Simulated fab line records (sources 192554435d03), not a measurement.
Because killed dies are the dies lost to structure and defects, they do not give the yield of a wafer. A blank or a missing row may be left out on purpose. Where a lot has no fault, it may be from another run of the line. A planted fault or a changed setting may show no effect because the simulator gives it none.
Split-lot study	flow n5 finfet	route with 1938 steps; 7 lots, 21 wafers read

== THE SPLIT ==
At N5_DUMMY_GATE_ETCH_32 (etches SiO2 in CF4, target depth 3.5 nm, time 3.9 s), the setting time s was moved away from the recipe's 3.9 s on 8 of the 21 wafers read, by -13.6% to +20.8%. All remaining wafers had this setting at the recipe value.

Reading taken at the split's own step.

== THE READING ==
etch.depth nm (the simulator's own value, which no gauge read), in nm, at N5_DUMMY_GATE_ETCH_32 (etches SiO2 in CF4, target depth 3.5 nm, time 3.9 s). No usual value for it is given in the file. Average 3.512 nm, standard deviation 0.048 nm, over the 13 wafers here run with the recipe.

wafer	tool, chamber at the split	time s as run, s	against the recipe	etch.depth nm, nm	against lot-mates on the recipe
L075.2	rie si-03, 1	3.4	-12.8%	3.09	-0.462
L075.5	rie si-03, 1	3.9	recipe	3.577	-
L075.6	rie si-03, 2	3.9	recipe	3.527	-
L081.2	rie si-05, 3	3.9	recipe	3.467	-
L081.3	rie si-05, 0	4.223	+8.3%	3.816	+0.313
L081.6	rie si-05, 0	3.9	recipe	3.539	-
L083.1	rie si-05, 2	3.9	recipe	3.461	-
L083.4	rie si-05, 0	4.712	+20.8%	4.286	+0.825
L083.5	rie si-05, 1	4.712	+20.8%	4.283	+0.822
L085.2	rie si-06, 1	3.9	recipe	3.431	-
L085.5	rie si-06, 1	3.9	recipe	3.431	-
L085.6	rie si-06, 2	3.9	recipe	3.554	-
L087.3	rie si-06, 2	3.9	recipe	3.514	-
L087.5	rie si-06, 1	3.368	-13.6%	2.98	-0.534
L087.6	rie si-06, 2	3.368	-13.6%	3.098	-0.416
L094.3	rie si-03, 2	4.226	+8.4%	3.809	+0.287
L094.5	rie si-03, 0	3.9	recipe	3.522	-
L094.6	rie si-03, 3	4.226	+8.4%	3.858	+0.336
L095.1	rie si-03, 1	3.9	recipe	3.575	-
L095.4	rie si-03, 0	3.9	recipe	3.539	-
L095.5	rie si-03, 2	3.9	recipe	3.523	-

FIT RESULTS
A straight line over all 21 wafers: etch.depth nm changes by +0.0361 nm for each +1% of time s; r = +0.99; the points scatter about the line by 0.046 nm.
The same after taking each lot's own level away (the mean of its wafers on the recipe; 21 wafers): +0.0377 nm for each +1%; r = +0.99; scatter 0.039 nm.
According to that fit, moving time s by its largest amount changes the reading by 0.78 nm.
The lots' own levels span 3.4610 to 3.5520 nm, that is 1.9 times the standard deviation above.
So the lot-to-lot level changes the slope little: the two slopes agree.
Check: for one of the wafers moved furthest among these (+20.8%), held out of the fit, the line's prediction against its lot-mates is +0.78 nm. Against them it came out at +0.825 nm.

== OTHER SPLITS APPLIED TO THESE WAFERS ==
Before the reading, these wafers also passed through other splits. Each is held against what the fit with the lots' levels taken away leaves over:
other split on the same wafers	wafers away from the commonest value	r with etch.depth nm (lot level and that fit taken away)
N5_ZERO_LAYER_PECVD_02 time s	5	+0.03
N5_FIN_SAQP_ALD_61 ald cycles	8	+0.20
N5_FIN_SAQP_PECVD_06 time s	7	+0.16
N5_FIN_CUT_CUT_ETCH_26 time s	8	+0.27
N5_FIN_CUT_CUT_ETCH_27 target depth a	8	-0.12

== FILE'S OWN FIT ==
etch.depth nm changes by +0.0377 nm for each +1% of time s, r = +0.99.
